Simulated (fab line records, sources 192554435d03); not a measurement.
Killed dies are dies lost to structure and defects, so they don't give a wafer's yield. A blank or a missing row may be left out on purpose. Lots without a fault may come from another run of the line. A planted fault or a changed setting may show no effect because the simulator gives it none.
A struck lot beside a sound one | flow n5_finfet | 15 steps out of a route of 1938
Sound: wafers L903.1, L903.3, L903.5. Struck: wafer L920.1. (L920.5 of the same lot was not struck and is left out.) The cause comes at the end.
At each step with rows: each side's tool, then ch and its chambers, then its first start. Under that, the readings that differ: sound wafers | struck wafers | difference of the means | sigmas: that difference in standard deviations of wafers without a fault.
alike: readings whose means differ by less than 2 such deviations, and words and numbers that are the same on both sides. not compared: withheld readings, readings that some wafer has no value for, bounds like >300 that may hide the same value, and numbers for which the record gives no deviation and whose values overlap.
The two part at a step that has a row with sigmas, a row that says differs or no value, or rows on one side only. Numbers that don't overlap but have no deviation are shown without sigmas and don't part them. A reading that every wafer of one side lacks parts them only if that side has two wafers or more.

first, 8 steps without rows for these wafers: N5_BEOL_M10_COAT_59 (time 60 s, resist thk 100 nm); N5_BEOL_M10_COAT_60 (time 60 s, resist thk 30 nm); N5_BEOL_M10_COAT_05 (resist thk 90 nm); N5_BEOL_M10_EBR_07; N5_BEOL_M10_SOFTBAKE_06 (time 60 s); N5_BEOL_M10_EXPOSE_08 (exposes mask M10); N5_BEOL_M10_PEB_09 (peb time 60 s); N5_BEOL_M10_DEVELOP_10 (develop time 30 s).
N5_BEOL_M10_CD_MEAS_11: target cd 64.1 nm.
  sound on cd_sem-02 ch 0, day 18 22:15; struck on cd_sem-03 ch 0, day 21 07:57
  alike: cd_nm
N5_BEOL_M10_OVL_MEAS_12:
  sound on overlay-01 ch 0, day 18 22:17; struck on overlay-02 ch 0, day 21 07:59
  alike: M10_OVL
N5_BEOL_M10_INSPECT_13: inspects for defects (brightfield).
  sound on defect_inspect-01, day 18 22:18; struck on defect_inspect-01, day 21 08:00
  alike: raw_defect_count
N5_BEOL_M10_DESCUM_16: chemistry O2, time 7.9 s.
  sound on rie_diel-02 ch 1,2,3, day 18 23:02; struck on rie_diel-06 ch 1, day 21 08:08
  alike: drypump_motor_current_A, oes_product_au, rf_vpp_V, showerhead_plenum_p_Torr, throttle_valve_pct
  not compared: rf_hours_counter_h
N5_BEOL_M10_ETCH_61: etches SiARC in CF4, target depth 39 nm, time 65 s.
  sound on rie_diel-02 ch 1,2,3, day 18 23:04; struck on rie_diel-06 ch 1, day 21 08:10
  reading               | sound          | struck | difference | sigmas
  etch_rf_on_time_s (s) | 64.6 69.5 64.1 | 46.0   | -20.1      | -10
  oes_product_au (a.u.) | 0.68 0.62 0.70 | 0.86   | +0.19      | +3
  alike: drypump_motor_current_A, rf_vpp_V, showerhead_plenum_p_Torr, throttle_valve_pct
  not compared: rf_hours_counter_h
N5_BEOL_M10_ETCH_62: etches SOC in N2/H2, target depth 110 nm, overetch 22 nm, time 165 s.
  sound on rie_diel-02 ch 1,2,3, day 18 23:07; struck on rie_diel-06 ch 1, day 21 08:13
  alike: drypump_motor_current_A, h2_flow_sccm, oes_product_au, rf_vpp_V, showerhead_plenum_p_Torr, throttle_valve_pct
  not compared: rf_hours_counter_h
-- the record jumps here: 3 days lie between the struck wafers' starts before and after (it left off in module BEOL_M10 and takes up again in module PASSIVATION, whose first step shown is number 1936 of the route) --
N5_PASSIVATION_PROBE_49:
  the record has rows for the struck wafers here (prober-01, day 24 02:44) and none for the sound ones

WHERE THEY PART
First at N5_BEOL_M10_ETCH_61; last, within this record, at N5_PASSIVATION_PROBE_49.

WHY: what the simulator had put in
Process parameter drift: rie_diel-06, from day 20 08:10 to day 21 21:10, at N5_BEOL_M10_ETCH_61. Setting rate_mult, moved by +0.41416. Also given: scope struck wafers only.
